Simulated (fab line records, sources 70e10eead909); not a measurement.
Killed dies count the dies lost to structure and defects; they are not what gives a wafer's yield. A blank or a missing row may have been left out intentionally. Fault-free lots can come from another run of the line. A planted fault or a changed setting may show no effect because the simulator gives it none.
A struck lot beside a sound one	flow nandHarc	28 out of 1302 route steps
Sound: wafers L114.1, L114.3, L114.6. Struck: wafer L119.1. Last of all comes the cause.
For every step that has rows: the tool of each side, followed by ch and its chambers, followed by its first start. Under that, the readings that differ: sound wafers	struck wafers	difference of the means	sigmas: that difference in standard deviations of wafers without a fault.
alike: words and numbers the same on both sides, and readings whose means are apart by under 2 such deviations; not compared: readings that were withheld, readings missing a value for some wafer, numbers with overlapping values and no deviation given by the record, and bounds like >300 which may hide the same value.
The two part at a step that has a row with sigmas, a row that says differs or no value, or rows on one side only. Non-overlapping numbers with no deviation appear without sigmas and do not part them. Lack of a reading on every wafer of one side parts them only where that side has two or more wafers.

first, 8 steps without rows for these wafers: NHARC_P_CONTACT_COAT_33 (time 75 s); NHARC_P_CONTACT_COAT_34 (time 65 s); NHARC_P_CONTACT_COAT_06 (resist thk 90 nm); NHARC_P_CONTACT_SOFTBAKE_07 (time 55 s); NHARC_P_CONTACT_EBR_08; NHARC_P_CONTACT_EXPOSE_09 (exposes mask P CA, target cd 90 nm); NHARC_P_CONTACT_PEB_10 (peb time 65 s); NHARC_P_CONTACT_DEVELOP_11 (develop time 35 s).
NHARC_P_CONTACT_CD_MEAS_12: target cd 90 nm.
  sound on cdSem-02 ch 0, day 8 12:23; struck on cdSem-02 ch 0, day 10 08:37
  alike: cdNm
NHARC_P_CONTACT_OVL_MEAS_13:
  sound on overlay-02, day 8 12:29; struck on overlay-02, day 10 08:43
  alike: overlayXNm, overlayYNm
NHARC_P_CONTACT_INSPECT_14:
  sound on defectInspect-02, day 8 12:31; struck on defectInspect-02, day 10 08:45
  alike: rawDefectCount
NHARC_P_CONTACT_DESCUM_17: chemistry O2, time 3 s.
  sound on rieDiel-08 ch 1,3, day 8 12:35; struck on rieDiel-06 ch 0, day 10 08:49
reading	sound	struck	difference	sigmas
drypumpMotorCurrentA (A)	6.2 5.6 5.6	4.7	-1.1	-2
rfVppV (V)	57.3 58.6 60.0	56.6	-2.0	-2
  alike: chamberPressureMTorr, oesProductAu, showerheadPlenumPTorr, throttleValvePct
  not compared: rfHoursCounterH
NHARC_P_CONTACT_ETCH_35: etches the open film in CF4, target depth 39 nm, time 65 s.
  sound on rieDiel-08 ch 1,2, day 8 12:40; struck on rieDiel-06 ch 1, day 10 08:53
  alike: chamberPressureMTorr, drypumpMotorCurrentA, oesProductAu, rfVppV, showerheadPlenumPTorr, throttleValvePct
  not compared: rfHoursCounterH
then, 1 step without rows for these wafers: NHARC_P_CONTACT_ETCH_36 (etches the open film in N2/H2, target depth 260 nm, time 406.25 s).
NHARC_P_CONTACT_ETCH_18: etches the open film in C4F8/O2/Ar, target depth 481 nm, time 240.5 s.
  sound on rieDiel-08 ch 0,1; struck on rieDiel-06 ch 0
  alike: chamberPressureMTorr, oesProductAu, rfVppV
  not compared: rfHoursCounterH
then, 1 step without rows for these wafers: NHARC_P_CONTACT_STRIP_37 (strips in C4F8/O2/Ar).
NHARC_P_CONTACT_ETCH_31: etches the open film in CH3F/O2, target depth 30 nm, time 85.7 s.
  sound on rieDiel-08 ch 1,2,3; struck on rieDiel-06 ch 1
  alike: chamberPressureMTorr, drypumpMotorCurrentA, oesProductAu, rfVppV, showerheadPlenumPTorr, throttleValvePct
  not compared: rfHoursCounterH
NHARC_P_CONTACT_CD_MEAS_19:
  sound on cdSem-02, day 8 13:27; struck on cdSem-03, day 10 09:41
reading	sound	struck	difference	sigmas
cdNm (nm)	91.6 88.9 88.3	93.7	+4.1	+2
then, 2 steps without rows for these wafers: NHARC_P_CONTACT_STRIP_28 (strips in O2); NHARC_P_CONTACT_STRIP_29 (strips in post etch residue remover, time 1200 s).
NHARC_P_CONTACT_DEGAS_38: time 60 s.
  sound on pvdSputter-03, day 8 14:10; struck on pvdSputter-03, day 10 10:24
  alike: heaterPowerW
then, 4 steps without rows for these wafers: NHARC_P_CONTACT_PRE_CLEAN_39 (time 19.5 s); NHARC_P_CONTACT_PVD_32 (deposits Ti, target thk 5 nm, time 17.7 s); NHARC_P_CONTACT_ALD_22 (deposits TiN, target thk 3 nm, pulse time 1 s, ald cycles 150); NHARC_P_CONTACT_CVD_23 (deposits W, target thk 200 nm, time 557 s).
NHARC_P_CONTACT_CMP_24: polishes, t overpolish 30 s, target thk 200 nm.
  sound on cmp-02 ch 1,2, day 8 15:15; struck on cmp-03 ch 0, day 10 11:33
  alike: motorCurrentA, overpolishRunS, timeToEndpointS
following that, these wafers have no rows for 1 step: NHARC_P_CONTACT_SRD_26.
-- break in the record here, with 19 days between the starts of the struck wafers on either side (left off in module P_CONTACT, picked up again in module END, where the first step shown is number 1302 on the route) --
NHARC_END_SORT_01:
  sound on prober-01 ch 0, day 27 00:58; struck on prober-02 ch 0, day 29 05:48
reading	sound	struck	difference	sigmas
killedAtOther	0 0 1	3	+3	+2
killedAtPeriphery	1 2 4	106	+104	+41
killedDies	55 55 52	134	+80	+5
  alike: killedAtArray, killedOpen, killedShort

## WHERE THEY PART
At NHARC_P_CONTACT_DESCUM_17 first; at NHARC_END_SORT_01 last (within this record only).

WHY: the cause the simulator had injected
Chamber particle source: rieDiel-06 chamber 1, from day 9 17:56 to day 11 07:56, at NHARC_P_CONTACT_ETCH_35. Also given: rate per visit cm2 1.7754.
